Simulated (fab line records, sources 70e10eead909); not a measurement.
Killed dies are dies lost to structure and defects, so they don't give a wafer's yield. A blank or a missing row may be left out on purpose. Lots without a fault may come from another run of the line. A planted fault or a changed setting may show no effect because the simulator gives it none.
fab line records | flow nand_harc
record lots=24 wafers=72 last_day=33
route steps=1302 shown A_CONTACT@1025
lots that met no fault: from a run of the same line without faults
start_h: hours from the record's first day to the start of the lot's first wafer shown | wait_h: hours since the lot's step before | " the same as in the row above | L1.1+2: a row that stands for several wafers | - no value, or no start given | * or withheld: withheld | < > ~ a bound
route shown NAME@n: a module of which the file shows steps, and the number in the route of the first | usual: mean/standard deviation of fault-free wafers | same: alike in all rows | chamber/n: place in a boat | sites: the reading at each site | _std_site: their standard deviation | _edge_site: outer sites' mean less inner sites' | radius_mm: how far each site lies from the wafer's centre | mask NAME#n: copy n | behind: the tool/chamber that last shaped the wafer | hold: why the lot was held/for how many hours/how that ended | device: the transistor (n, p or np) that didn't switch | end of line: the same wafers' tests at the end of the route | a step without rows: its recipe alone | killed: dies lost to structure and defects at the first sort, not the wafer's yield | map: a wafer's dies, x killed, . not, _ none there
set.NAME: the setting as run; set.NAME@STEP: as run at that earlier step | model.NAME: the simulator's own value behind a step, which no gauge read
steps of the route over a sample of lots; a table a step, a row a wafer
services: from which hour (start_h, from the record's first day; less than 0 if before it) a tool's chamber was out of use, for how many hours, and why
## steps
# step NHARC_A_CONTACT_STRIP_55
# recipe o2_flow_sccm=500 ar_flow_sccm=0 bias_w=0 chemistry=O2
# usual drypump_motor_current_A=5.68/0.27 oes_product_au=1.003/0.0099 rf_vpp_V=57.8/0.9 showerhead_plenum_p_Torr=3.52/0.14 throttle_valve_pct=17.038/0.0091
# columns lot.wafer tool chamber start_h wait_h drypump_motor_current_A oes_product_au rf_hours_counter_h rf_vpp_V showerhead_plenum_p_Torr throttle_valve_pct
L074.3 rie_diel-12 2 - - 5.89 1.008 10 58.8 3.65 17.041
L074.1 " 1 " " 5.34 1.010 10 58.0 3.67 17.041
L074.6 " 0 " " 5.42 1.018 - 56.2 3.30 17.036
L077.4 rie_diel-12 0 - - 5.39 1.018 14 58.3 3.30 17.032
L077.3 " 1 " " 5.33 1.014 14 58.2 3.67 17.059
L077.6 " 3 " " 5.81 1.005 - 57.6 3.43 17.033
L076.4 rie_diel-12 1 - - 5.36 1.008 15 57.5 3.67 17.030
L076.1 " 2 " " 5.91 1.010 15 56.9 3.65 17.031
L076.5 " 1 " " 5.34 1.011 - 58.1 3.67 17.023
L075.1 rie_diel-12 0 - - 5.38 1.004 15 57.1 3.30 17.032
L075.4 " 1 " " 5.37 1.007 15 57.4 3.67 17.040
L075.5 " 0 " " 5.37 1.014 - 57.7 3.30 17.040
L078.3 rie_diel-13 2 - - 5.81 1.004 2 57.9 3.38 17.029
L078.2 " 3 " " 5.95 1.007 2 58.1 3.53 17.044
L078.5 " 0 " " 5.86 0.997 - 58.1 3.61 17.020
L079.3 rie_diel-12 3 - - 5.86 0.991 21 57.1 3.43 17.046
L079.1 " 2 " " 5.90 0.988 23 58.2 3.65 17.048
L079.6 " 1 " " 5.36 1.003 - 57.3 3.67 17.049
L080.4 rie_diel-13 0 - - 5.87 1.004 12 58.9 3.61 17.040
L080.1 " 1 " " 5.94 1.008 9 59.0 3.59 17.045
L080.6 " 3 " " 5.96 1.014 - 59.4 3.52 17.044
L081.4 rie_diel-13 1 - - 5.96 1.014 14 58.6 3.59 17.034
L081.2 " 0 " " 5.88 1.012 17 58.3 3.61 17.017
L081.6 " 1 " " 5.92 1.016 - 58.2 3.59 17.037
L082.3 rie_diel-13 0 - - 5.87 1.003 23 57.2 3.60 17.034
L082.4 " 2 " " 5.80 1.009 22 57.1 3.37 17.038
L082.6 " 3 " " 5.93 1.020 - 58.7 3.52 17.030
L086.3 rie_diel-12 1 - - 5.36 1.005 29 59.5 3.66 17.042
L086.2 " 0 " " 5.36 0.997 24 57.7 3.29 17.049
L086.6 " 2 " " 5.90 0.996 - 58.0 3.64 17.044
L085.3 rie_diel-13 1 - - 5.94 1.003 23 57.9 3.59 17.042
L085.2 " 2 " " 5.82 1.002 27 57.3 3.37 17.025
L085.1 " 0 " " 5.87 1.009 29 57.6 3.60 17.045
L084.4 rie_diel-12 0 - - 5.36 1.007 24 57.5 3.29 17.050
L084.2 " 1 " " 5.37 0.999 30 58.9 3.66 17.031
L084.5 " 3 " " 5.82 0.982 - 57.6 3.42 17.026
L083.1 rie_diel-02 1 - - 5.15 1.001 10 58.2 3.63 17.027
L083.3 " 0 " " 6.26 0.995 9 58.0 3.32 17.046
L083.5 " 2 " " 5.65 1.005 - 58.1 3.77 17.049
L089.1 rie_diel-13 0 - - 5.87 1.014 35 57.0 3.60 17.033
L089.4 " 2 " " 5.79 1.017 34 57.4 3.37 17.048
L089.6 " 3 " " 5.92 1.031 - 57.0 3.51 17.014
L088.1 rie_diel-02 2 - - 5.64 1.008 20 58.6 3.76 17.041
L088.4 " 3 " " 5.69 1.001 20 57.4 3.52 17.043
L088.5 " 1 " " 5.17 0.999 - 58.0 3.62 17.020
L087.3 rie_diel-12 3 - - 5.83 0.994 0 56.1 3.42 17.032
L087.4 " 1 " " 5.39 1.003 3 57.1 3.66 17.046
L087.6 " 2 " " 5.91 1.004 - 58.1 3.64 17.042
L091.3 rie_diel-12 0 - - 5.45 1.002 6 57.0 3.29 17.048
L091.2 " 1 " " 5.36 1.002 6 59.2 3.66 17.021
L091.6 " 0 " " 5.39 0.989 - 55.9 3.29 17.025
L090.1 rie_diel-13 1 - - 5.93 0.994 44 59.4 3.58 17.042
L090.6 " 1 " " 5.93 1.006 - 58.1 3.58 17.029
L090.5 " 2 " " 5.80 1.006 - 57.4 3.36 17.033
L093.4 rie_diel-02 3 - - 5.72 0.999 33 57.6 3.51 17.049
L093.3 " 1 " " 5.12 0.995 33 57.8 3.62 17.038
L093.6 " 2 " " 5.65 1.003 - 58.8 3.75 17.036
L092.4 rie_diel-12 0 - - 5.41 0.998 11 58.7 3.29 17.046
L092.6 " 0 " " 5.38 1.022 - 56.6 3.29 17.040
L092.5 " 1 " " 5.36 0.995 - 58.5 3.65 17.039
L094.2 rie_diel-02 3 - - 5.71 0.999 43 55.8 3.50 17.045
L094.1 " 2 " " 5.64 1.007 41 58.4 3.75 17.035
L094.4 " 3 " " 5.71 0.986 - 58.0 3.50 17.050
L095.3 rie_diel-12 1 - - 5.35 0.988 14 59.1 3.65 17.047
L095.2 " 3 " " 5.84 0.985 10 58.0 3.42 17.041
L095.6 " 1 " " 5.34 0.990 - 57.7 3.65 17.043
L096.4 rie_diel-02 0 - - 6.26 0.998 49 56.0 3.30 17.027
L096.2 " 1 " " 5.14 0.992 49 58.3 3.61 17.042
L096.5 " 2 " " 5.68 1.008 - 58.7 3.75 17.041
L097.4 rie_diel-12 3 - - 5.86 0.980 13 57.4 3.41 17.045
L097.2 " 1 " " 5.36 0.994 16 58.2 3.65 17.034
L097.5 " 0 " " 5.37 1.006 - 58.3 3.28 17.044
# step NHARC_A_CONTACT_ETCH_125
# recipe source_w=withheld pressure_mtorr=20 bias_v=3000 time_s=197 target_depth_a=19180 ar_flow_sccm=withheld c4f8_flow_sccm=withheld o2_flow_sccm=withheld chemistry=C4F8/O2/Ar
# usual oes_air_line_au=0.999/0.021
# columns lot.wafer tool chamber start_h wait_h oes_air_line_au rf_hours_counter_h
L074.1 har_cap_etch-03 1 514.74 0.2 1.034 43
L074.3 " 1 " " 1.032 -
L074.6 " 0 " " 1.032 -
L077.3 har_cap_etch-02 0 526.82 0.2 1.017 -
L077.4 " 1 " " 1.022 -
L077.6 " 0 " " 0.999 -
L076.1 har_cap_etch-01 0 530.49 0.2 1.005 4
L076.4 " 0 " " 0.967 -
L076.5 " 0 " " 0.994 -
L075.1 har_cap_etch-02 1 532.05 0.2 0.985 91
L075.4 " 1 " " 0.932 -
L075.5 " 1 " " 0.964 -
L078.2 har_cap_etch-02 1 539.67 0.2 1.028 93
L078.3 " 0 " " 1.043 -
L078.5 " 1 " " 1.014 -
L079.1 har_cap_etch-02 0 565.64 0.2 0.990 96
L079.3 " 1 " " 0.990 -
L079.6 " 0 " " 0.985 -
L080.1 har_cap_etch-03 1 570.20 0.2 1.018 54
L080.4 " 0 " " 0.961 -
L080.6 " 1 " " 1.035 -
L081.2 har_cap_etch-03 0 580.43 0.2 1.011 56
L081.4 " 1 " " 1.000 -
L081.6 " 0 " " 1.037 -
L082.3 har_cap_etch-01 1 599.24 0.2 0.992 -
L082.4 " 0 " " 1.003 -
L082.6 " 1 " " 1.004 -
L086.2 har_cap_etch-01 0 609.90 0.2 1.027 18
L086.3 " 1 " " 0.947 -
L086.6 " 1 " " 0.965 -
L085.1 har_cap_etch-03 1 610.57 0.2 0.975 61
L085.2 " 0 " " 1.017 61
L085.3 " 0 " " 0.983 -
L084.2 har_cap_etch-02 1 613.72 0.2 1.056 106
L084.4 " 0 " " 1.000 -
L084.5 " 0 " " 0.992 -
L083.1 har_cap_etch-01 1 618.77 0.2 0.998 20
L083.3 " 1 " " 1.010 -
L083.5 " 0 " " 0.981 -
L089.1 har_cap_etch-01 0 644.59 0.2 0.987 25
L089.4 " 1 " " 0.993 -
L089.6 " 0 " " 0.999 -
L088.1 har_cap_etch-02 0 645.56 0.2 1.011 111
L088.4 " 0 " " 0.990 -
L088.5 " 0 " " 1.017 -
L087.4 har_cap_etch-03 0 647.08 0.2 0.991 -
L087.3 " 1 " " 0.984 -
L087.6 " 1 " " 0.962 -
L091.2 har_cap_etch-02 1 664.81 0.2 1.015 115
L091.3 " 1 " " 1.008 -
L091.6 " 1 " " 1.015 -
L090.1 har_cap_etch-02 1 688.28 0.2 0.988 118
L090.5 " 0 " " 0.986 -
L090.6 " 1 " " 0.956 -
L093.3 har_cap_etch-03 1 689.82 0.2 0.997 -
L093.4 " 0 " " 1.016 -
L093.6 " 0 " " 1.011 -
L092.4 har_cap_etch-01 0 703.14 0.2 1.001 -
L092.5 " 0 " " 1.008 -
L092.6 " 1 " " 0.999 -
L094.2 har_cap_etch-02 0 714.22 0.2 1.011 124
L094.1 " 1 " " 1.004 124
L094.4 " 1 " " 1.012 -
L095.2 har_cap_etch-03 1 719.33 0.2 1.007 79
L095.3 " 1 " " 1.030 -
L095.6 " 1 " " 1.028 -
L096.2 har_cap_etch-03 1 733.63 0.2 0.969 83
L096.4 " 1 " " 0.976 -
L096.5 " 0 " " 1.000 -
L097.2 har_cap_etch-02 1 735.97 0.2 1.003 128
L097.4 " 1 " " 1.002 -
L097.5 " 0 " " 0.985 -
# step NHARC_A_CONTACT_ETCH_128
# recipe source_w=withheld pressure_mtorr=20 bias_v=3000 time_s=197 target_depth_a=19180 ar_flow_sccm=withheld c4f8_flow_sccm=withheld o2_flow_sccm=withheld chemistry=C4F8/O2/Ar
# usual oes_air_line_au=1.002/0.022
# columns lot.wafer tool chamber start_h wait_h oes_air_line_au rf_hours_counter_h
L074.1 har_cap_etch-03 1 515.27 0.1 1.000 43
L074.3 " 1 " " 0.995 -
L074.6 " 0 " " 1.037 -
L077.3 har_cap_etch-02 0 527.53 0.2 1.036 -
L077.4 " 1 " " 1.049 -
L077.6 " 0 " " 1.026 -
L076.1 har_cap_etch-01 0 531.02 0.1 1.019 4
L076.4 " 0 " " 0.979 -
L076.5 " 0 " " 1.004 -
L075.1 har_cap_etch-02 1 532.58 0.1 1.020 91
L075.4 " 1 " " 1.022 -
L075.5 " 1 " " 1.000 -
L078.2 har_cap_etch-02 1 540.19 0.1 1.006 93
L078.3 " 0 " " 1.012 -
L078.5 " 1 " " 1.010 -
L079.1 har_cap_etch-02 0 566.16 0.1 1.000 96
L079.3 " 1 " " 1.014 -
L079.6 " 0 " " 0.967 -
L080.1 har_cap_etch-03 1 570.73 0.1 1.015 55
L080.4 " 0 " " 1.065 -
L080.6 " 1 " " 1.013 -
L081.2 har_cap_etch-03 0 580.96 0.1 1.020 57
L081.4 " 1 " " 0.991 -
L081.6 " 0 " " 1.022 -
L082.3 har_cap_etch-01 1 599.77 0.1 1.000 -
L082.4 " 0 " " 1.020 -
L082.6 " 1 " " 0.997 -
L086.2 har_cap_etch-01 0 610.43 0.1 1.012 19
L086.3 " 1 " " 1.017 -
L086.6 " 1 " " 0.989 -
L085.1 har_cap_etch-03 1 611.10 0.1 1.050 62
L085.2 " 0 " " 0.988 62
L085.3 " 0 " " 0.969 -
L084.2 har_cap_etch-02 1 614.26 0.1 0.961 106
L084.4 " 0 " " 1.002 -
L084.5 " 0 " " 1.014 -
L083.1 har_cap_etch-01 1 619.30 0.1 0.997 20
L083.3 " 1 " " 0.968 -
L083.5 " 0 " " 0.978 -
L089.1 har_cap_etch-01 0 645.12 0.1 1.000 26
L089.4 " 1 " " 0.986 -
L089.6 " 0 " " 1.005 -
L088.1 har_cap_etch-02 0 646.26 0.2 0.986 112
L088.4 " 0 " " 0.979 -
L088.5 " 0 " " 0.974 -
L087.4 har_cap_etch-03 0 647.65 0.1 0.984 -
L087.3 " 1 " " 0.985 -
L087.6 " 1 " " 0.965 -
L091.2 har_cap_etch-02 1 665.52 0.2 0.999 116
L091.3 " 1 " " 1.046 -
L091.6 " 1 " " 0.976 -
L090.1 har_cap_etch-02 1 688.82 0.1 0.993 119
L090.5 " 0 " " 0.994 -
L090.6 " 1 " " 1.001 -
L093.3 har_cap_etch-03 1 690.35 0.1 0.957 -
L093.4 " 0 " " 1.030 -
L093.6 " 0 " " 1.000 -
L092.4 har_cap_etch-01 0 703.67 0.1 1.017 -
L092.5 " 0 " " 1.019 -
L092.6 " 1 " " 0.992 -
L094.2 har_cap_etch-02 0 714.75 0.1 0.973 124
L094.1 " 1 " " 1.005 124
L094.4 " 1 " " 1.032 -
L095.2 har_cap_etch-03 1 719.86 0.1 1.007 79
L095.3 " 1 " " 0.992 -
L095.6 " 1 " " 0.987 -
L096.2 har_cap_etch-03 1 734.16 0.1 0.985 84
L096.4 " 1 " " 0.987 -
L096.5 " 0 " " 1.043 -
L097.2 har_cap_etch-02 1 736.50 0.1 1.026 129
L097.4 " 1 " " 1.009 -
L097.5 " 0 " " 0.999 -
# step NHARC_A_CONTACT_ETCH_133
# recipe source_w=withheld pressure_mtorr=20 bias_v=400 time_s=374 target_depth_a=16100 ar_flow_sccm=withheld c4f8_flow_sccm=11.5 o2_flow_sccm=7.2 chemistry=C4F8/O2/Ar
# usual oes_air_line_au=1.000/0.021
# columns lot.wafer tool chamber start_h wait_h oes_air_line_au rf_hours_counter_h
L074.1 har_cap_etch-03 1 516.16 0.1 1.001 44
L074.3 " 1 " " 0.996 -
L074.6 " 0 " " 0.995 -
L077.3 har_cap_etch-02 0 528.81 0.3 0.965 -
L077.4 " 1 " " 0.995 -
L077.6 " 0 " " 1.035 -
L076.1 har_cap_etch-01 0 531.90 0.1 0.972 5
L076.4 " 0 " " 1.014 -
L076.5 " 0 " " 1.030 -
L075.1 har_cap_etch-02 1 533.50 0.2 1.006 92
L075.4 " 1 " " 1.028 -
L075.5 " 1 " " 1.023 -
L078.2 har_cap_etch-02 1 541.08 0.1 0.991 94
L078.3 " 0 " " 0.978 -
L078.5 " 1 " " 0.982 -
L079.1 har_cap_etch-02 0 567.06 0.2 1.005 97
L079.3 " 1 " " 0.997 -
L079.6 " 0 " " 1.011 -
L080.1 har_cap_etch-03 1 571.61 0.1 1.024 56
L080.4 " 0 " " 1.016 -
L080.6 " 1 " " 1.016 -
L081.2 har_cap_etch-03 0 581.88 0.2 1.020 57
L081.4 " 1 " " 1.016 -
L081.6 " 0 " " 0.999 -
L082.3 har_cap_etch-01 1 600.74 0.2 1.047 -
L082.4 " 0 " " 1.002 -
L082.6 " 1 " " 1.028 -
L086.2 har_cap_etch-01 0 611.36 0.2 1.010 20
L086.3 " 1 " " 0.986 -
L086.6 " 1 " " 0.974 -
L085.1 har_cap_etch-03 1 611.99 0.1 1.004 63
L085.2 " 0 " " 0.956 63
L085.3 " 0 " " 0.993 -
L084.2 har_cap_etch-02 1 615.18 0.2 1.012 107
L084.4 " 0 " " 1.018 -
L084.5 " 0 " " 1.051 -
L083.1 har_cap_etch-01 1 620.23 0.2 1.000 21
L083.3 " 1 " " 0.996 -
L083.5 " 0 " " 1.011 -
L089.1 har_cap_etch-01 0 646.04 0.2 1.013 27
L089.4 " 1 " " 0.970 -
L089.6 " 0 " " 0.995 -
L088.1 har_cap_etch-02 0 647.44 0.2 0.979 112
L088.4 " 0 " " 0.983 -
L088.5 " 0 " " 0.968 -
L087.4 har_cap_etch-03 0 648.62 0.2 1.007 -
L087.3 " 1 " " 1.001 -
L087.6 " 1 " " 1.000 -
L091.2 har_cap_etch-02 1 666.49 0.2 1.006 116
L091.3 " 1 " " 0.996 -
L091.6 " 1 " " 1.007 -
L090.1 har_cap_etch-02 1 689.74 0.2 0.979 120
L090.5 " 0 " " 1.005 -
L090.6 " 1 " " 0.946 -
L093.3 har_cap_etch-03 1 691.32 0.2 0.999 -
L093.4 " 0 " " 0.991 -
L093.6 " 0 " " 0.982 -
L092.4 har_cap_etch-01 0 704.64 0.2 1.025 -
L092.5 " 0 " " 0.980 -
L092.6 " 1 " " 1.009 -
L094.2 har_cap_etch-02 0 715.63 0.1 0.990 125
L094.1 " 1 " " 0.989 125
L094.4 " 1 " " 0.972 -
L095.2 har_cap_etch-03 1 720.75 0.1 1.001 80
L095.3 " 1 " " 1.023 -
L095.6 " 1 " " 0.999 -
L096.2 har_cap_etch-03 1 735.04 0.1 1.016 84
L096.4 " 1 " " 0.998 -
L096.5 " 0 " " 0.983 -
L097.2 har_cap_etch-02 1 737.42 0.2 1.011 129
L097.4 " 1 " " 0.990 -
L097.5 " 0 " " 0.967 -
# step NHARC_A_CONTACT_ETCH_97
# recipe target_depth_a=200 over_etch_frac=0.5 time_s=10 ion_energy_ev=250 c4f6_flow_sccm=25 o2_flow_sccm=20 ar_flow_sccm=500 rf_w=600 bias_w=500 chemistry=C4F6/O2
# usual drypump_motor_current_A=5.73/0.25 oes_product_au=0.974/0.028 rf_vpp_V=547/3 showerhead_plenum_p_Torr=3.91/0.15 throttle_valve_pct=26.904/0.0089
# same over_etch_frac=0.5
# columns lot.wafer tool chamber start_h wait_h drypump_motor_current_A oes_product_au rf_hours_counter_h rf_vpp_V showerhead_plenum_p_Torr throttle_valve_pct
L074.1 rie_diel-12 1 517.11 0.1 5.36 0.962 13 550 4.08 26.900
L074.3 " 2 " " 5.89 0.956 13 550 4.06 26.897
L074.6 " 0 " " 5.37 0.965 - 542 3.68 26.907
L077.3 rie_diel-13 1 - - 5.97 1.015 1 547 4.00 26.897
L077.4 " 0 " " 5.86 1.009 1 550 4.02 26.903
L077.6 " 1 " " 5.90 1.011 - 549 4.00 26.904
L076.4 rie_diel-13 2 - - 5.84 0.992 2 544 3.77 26.900
L076.1 " 3 " " 5.94 1.017 2 548 3.92 26.909
L076.5 " 2 " " 5.81 1.004 - 545 3.77 26.903
L075.1 rie_diel-13 3 - - 5.95 1.014 3 547 3.92 26.910
L075.4 " 2 " " 5.78 0.998 2 544 3.77 26.892
L075.5 " 3 " " 5.95 1.008 - 546 3.92 26.909
L078.3 rie_diel-12 1 542.03 0.1 5.36 0.944 21 549 4.07 26.898
L078.2 " 2 " " 5.88 0.946 21 549 4.05 26.900
L078.5 " 1 " " 5.37 0.953 - 550 4.07 26.910
L079.1 rie_diel-12 0 - - 5.39 1.005 19 542 3.67 26.902
L079.3 " 1 " " 5.35 0.951 25 550 4.07 26.910
L079.6 " 0 " " 5.39 0.998 - 542 3.67 26.909
L080.1 rie_diel-12 0 - - 5.40 0.996 20 542 3.67 26.922
L080.4 " 1 " " 5.37 0.995 25 549 4.07 26.895
L080.6 " 2 " " 5.91 0.994 - 549 4.05 26.904
L081.2 rie_diel-13 2 - - 5.76 0.958 20 543 3.76 26.907
L081.4 " 3 " " 5.92 0.982 23 545 3.91 26.902
L081.6 " 1 " " 5.92 0.952 - 547 3.99 26.890
L082.3 rie_diel-13 3 - - 5.93 0.958 32 547 3.91 26.905
L082.4 " 2 " " 5.82 0.954 27 544 3.75 26.890
L082.6 " 3 " " 5.94 0.955 - 548 3.91 26.897
L086.3 rie_diel-12 3 - - 5.84 0.943 29 546 3.81 26.885
L086.2 " 1 " " 5.37 0.941 31 550 4.07 26.911
L086.6 " 2 " " 5.92 0.932 - 550 4.05 26.913
L085.1 rie_diel-12 0 - - 5.41 1.007 26 542 3.67 26.911
L085.3 " 1 " " 5.36 1.003 32 550 4.07 26.910
L085.2 " 3 " " 5.86 0.988 30 545 3.81 26.898
L084.2 rie_diel-12 0 - - 5.40 0.952 26 542 3.67 26.891
L084.4 " 1 " " 5.35 0.939 32 550 4.07 26.899
L084.5 " 0 " " 5.42 0.954 - 541 3.67 26.898
L083.1 rie_diel-13 2 - - 5.80 0.934 32 543 3.75 26.920
L083.3 " 3 " " 5.95 0.953 37 548 3.90 26.908
L083.5 " 0 " " 5.88 0.940 - 549 4.00 26.921
L089.1 rie_diel-12 3 - - 5.86 0.949 2 545 3.81 26.905
L089.4 " 2 " " 5.91 0.961 5 551 4.04 26.905
L089.6 " 0 " " 5.41 0.941 - 543 3.67 26.904
L088.1 rie_diel-12 1 - - 5.36 1.001 5 548 4.06 26.904
L088.4 " 2 " " 5.89 1.001 5 550 4.04 26.908
L088.5 " 0 " " 5.40 0.998 - 541 3.67 26.896
L087.3 rie_diel-13 1 - - 5.95 0.952 32 548 3.98 26.901
L087.4 " 2 " " 5.79 0.976 36 544 3.75 26.899
L087.6 " 1 " " 5.96 0.956 - 549 3.98 26.882
L091.2 rie_diel-02 3 - - 5.74 1.009 31 547 3.90 26.907
L091.3 " 1 " " 5.15 0.996 32 548 4.02 26.908
L091.6 " 3 " " 5.74 1.003 - 546 3.90 26.911
L090.1 rie_diel-02 2 - - 5.60 0.965 35 551 4.17 26.905
L090.5 " 1 " " 5.14 0.950 - 548 4.02 26.912
L090.6 " 2 " " 5.59 0.962 - 553 4.17 26.883
L093.3 rie_diel-12 1 - - 5.36 0.997 11 550 4.06 26.913
L093.4 " 0 " " 5.41 1.013 11 541 3.66 26.897
L093.6 " 1 " " 5.35 1.006 - 550 4.06 26.924
L092.4 rie_diel-12 1 - - 5.37 0.941 13 549 4.06 26.907
L092.6 " 1 " " 5.38 0.941 - 549 4.06 26.901
L092.5 " 2 " " 5.90 0.952 - 549 4.04 26.914
L094.1 rie_diel-12 3 - - 5.84 0.994 11 545 3.80 26.902
L094.4 " 1 " " 5.37 0.989 14 552 4.06 26.901
L094.2 " 2 " " 5.89 1.010 13 550 4.04 26.916
L095.3 rie_diel-13 3 - - 5.93 0.956 6 546 3.89 26.888
L095.2 " 1 " " 5.92 0.950 9 547 3.97 26.911
L095.6 " 3 " " 5.93 0.953 - 545 3.89 26.899
L096.4 rie_diel-12 1 - - 5.35 0.936 18 551 4.06 26.913
L096.2 " 2 " " 5.89 0.964 18 550 4.04 26.901
L096.5 " 1 " " 5.34 0.948 - 549 4.06 26.907
L097.4 rie_diel-13 3 - - 5.94 1.007 10 547 3.89 26.906
L097.2 " 0 " " 5.87 1.008 13 548 3.98 26.898
L097.5 " 3 " " 5.94 1.016 - 545 3.89 26.907
# step NHARC_A_CONTACT_ETCH_30
# recipe target_depth_a=726 time_s=36.3 cf4_flow_sccm=100 chf3_flow_sccm=30 ar_flow_sccm=0 rf_w=500 bias_w=200 chemistry=CF4/CHF3
# usual drypump_motor_current_A=5.72/0.27 oes_product_au=0.935/0.019 rf_vpp_V=370.5/2.1 showerhead_plenum_p_Torr=1.57/0.061 throttle_valve_pct=16.801/0.0092
# columns lot.wafer tool chamber start_h wait_h drypump_motor_current_A oes_product_au rf_hours_counter_h rf_vpp_V showerhead_plenum_p_Torr throttle_valve_pct
L074.3 rie_diel-12 0 - - 5.34 0.934 15 367.4 1.47 16.817
L074.1 " 1 " " 5.33 0.937 14 373.3 1.64 16.797
L074.6 " 2 " " 5.89 0.932 - 373.0 1.63 16.808
L077.3 rie_diel-12 2 - - 5.88 0.921 19 371.9 1.63 16.813
L077.4 " 2 " " 5.89 0.919 - 373.3 1.63 16.785
L077.6 " 3 " " 5.86 0.922 - 370.0 1.53 16.810
L076.1 rie_diel-12 2 - - 5.88 0.923 19 373.3 1.63 16.793
L076.5 " 2 " " 5.89 0.917 - 374.1 1.63 16.800
L076.4 " 3 " " 5.85 0.931 - 369.7 1.53 16.807
L075.1 rie_diel-13 1 - - 5.92 0.938 5 371.8 1.60 16.794
L075.4 " 2 " " 5.82 0.938 5 369.0 1.51 16.794
L075.5 " 1 " " 5.87 0.941 - 370.4 1.60 16.794
L078.2 rie_diel-13 2 - - 5.79 0.930 9 368.0 1.51 16.805
L078.3 " 3 " " 5.91 0.941 11 371.2 1.57 16.811
L078.5 " 2 " " 5.77 0.924 - 369.8 1.51 16.801
L079.3 rie_diel-12 0 - - 5.40 0.927 19 367.3 1.47 16.796
L079.1 " 2 " " 5.90 0.928 25 372.6 1.63 16.815
L079.6 " 0 " " 5.40 0.928 - 368.1 1.47 16.794
L080.1 rie_diel-12 1 - - 5.34 0.921 26 372.3 1.64 16.800
L080.4 " 1 " " 5.34 0.929 - 373.8 1.64 16.796
L080.6 " 3 " " 5.83 0.912 - 370.3 1.53 16.808
L081.2 rie_diel-12 2 - - 5.87 0.921 26 373.1 1.63 16.809
L081.4 " 3 " " 5.86 0.924 25 370.1 1.53 16.793
L081.6 " 1 " " 5.33 0.930 - 371.9 1.63 16.785
L082.4 rie_diel-02 3 - - 5.69 0.940 7 370.0 1.57 16.784
L082.3 " 2 " " 5.65 0.964 7 375.6 1.68 16.783
L082.6 " 3 " " 5.71 0.943 - 370.7 1.57 16.807
L086.2 rie_diel-12 2 - - 5.90 0.923 31 372.6 1.63 16.789
L086.3 " 3 " " 5.87 0.912 31 369.3 1.53 16.811
L086.6 " 1 " " 5.34 0.929 - 372.0 1.63 16.812
L085.1 rie_diel-13 3 - - 5.93 0.938 36 370.6 1.57 16.803
L085.3 " 0 " " 5.85 0.919 32 371.3 1.61 16.806
L085.2 " 1 " " 5.91 0.919 27 372.0 1.60 16.792
L084.4 rie_diel-12 2 - - 5.90 0.996 32 371.2 1.62 16.809
L084.2 " 0 " " 5.39 0.963 28 367.2 1.47 16.815
L084.5 " 2 " " 5.89 0.977 - 370.6 1.62 16.802
L083.1 rie_diel-13 2 - - 5.80 0.929 32 368.9 1.50 16.803
L083.3 " 3 " " 5.93 0.930 37 371.2 1.56 16.811
L083.5 " 2 " " 5.81 0.919 - 367.3 1.50 16.797
L089.4 rie_diel-12 2 - - 5.91 0.984 5 372.1 1.62 16.801
L089.1 " 0 " " 5.40 0.967 5 367.8 1.47 16.796
L089.6 " 1 " " 5.35 0.978 - 371.1 1.63 16.812
L088.4 rie_diel-02 2 - - 5.62 0.933 26 372.9 1.68 16.804
L088.1 " 0 " " 6.23 0.936 28 367.5 1.47 16.789
L088.5 " 1 " " 5.13 0.928 - 373.0 1.62 16.818
L087.4 rie_diel-12 3 - - 5.81 0.920 3 369.3 1.52 16.797
L087.3 " 0 " " 5.38 0.926 6 366.7 1.47 16.796
L087.6 " 3 " " 5.82 0.923 - 369.7 1.52 16.791
L091.3 rie_diel-13 1 - - 5.92 0.924 43 371.3 1.59 16.795
L091.2 " 2 " " 5.79 0.930 46 368.1 1.50 16.802
L091.6 " 0 " " 5.87 0.919 - 372.7 1.60 16.814
L090.1 rie_diel-12 1 - - 5.36 0.933 12 373.0 1.63 16.799
L090.6 " 2 " " 5.89 0.926 - 372.4 1.62 16.808
L090.5 " 3 " " 5.83 0.915 - 369.2 1.52 16.811
L093.4 rie_diel-02 1 - - 5.13 0.911 40 373.5 1.61 16.801
L093.3 " 3 " " 5.71 0.923 39 371.4 1.56 16.797
L093.6 " 0 " " 6.25 0.924 - 368.4 1.47 16.816
L092.4 rie_diel-12 1 - - 5.33 0.927 14 372.2 1.63 16.808
L092.6 " 0 " " 5.40 0.947 - 368.1 1.46 16.793
L092.5 " 1 " " 5.36 0.926 - 371.8 1.63 16.792
L094.1 rie_diel-13 2 - - 5.80 0.935 8 369.6 1.50 16.812
L094.4 " 3 " " 5.94 0.942 7 369.3 1.56 16.804
L094.2 " 1 " " 5.95 0.921 9 370.9 1.59 16.811
L095.2 rie_diel-13 0 - - 5.83 0.959 10 371.1 1.60 16.797
L095.3 " 3 " " 5.92 0.957 8 370.2 1.56 16.808
L095.6 " 1 " " 5.94 0.974 - 371.6 1.59 16.794
L096.2 rie_diel-13 2 - - 5.83 0.970 12 367.2 1.49 16.800
L096.4 " 3 " " 5.93 0.973 11 371.7 1.56 16.795
L096.5 " 2 " " 5.81 0.968 - 369.1 1.49 16.800
L097.2 rie_diel-02 2 - - 5.63 0.928 53 373.7 1.67 16.805
L097.4 " 3 " " 5.73 0.926 55 369.6 1.56 16.799
L097.5 " 0 " " 6.26 0.925 - 366.6 1.47 16.802
## services
# columns tool chamber start_h hours kind
har_cap_etch-01 - 497.35 17.0 pm
rie_diel-12 0 503.48 - clean
rie_diel-12 1 503.48 - clean
rie_diel-12 2 503.48 - clean
rie_diel-12 3 503.48 - clean
rie_diel-13 - 519.58 9.0 pm
rie_diel-12 0 527.98 - clean
rie_diel-12 1 527.98 - clean
rie_diel-12 2 527.98 - clean
rie_diel-12 3 527.98 - clean
rie_diel-02 3 538.62 6.4 repair
rie_diel-12 0 552.56 - clean
rie_diel-12 1 552.56 - clean
rie_diel-12 2 552.56 - clean
rie_diel-13 - 556.80 1.1 repair
rie_diel-02 - 571.06 9.0 pm
rie_diel-12 2 574.55 3.9 repair
rie_diel-12 - 622.48 9.0 pm
rie_diel-13 0 653.55 4.0 repair
rie_diel-02 - 663.47 0.3 repair
rie_diel-12 - 669.03 5.1 repair
rie_diel-13 2 687.26 5.3 repair
rie_diel-13 - 696.58 9.0 pm
rie_diel-12 2 710.59 2.6 repair
## key
fault none
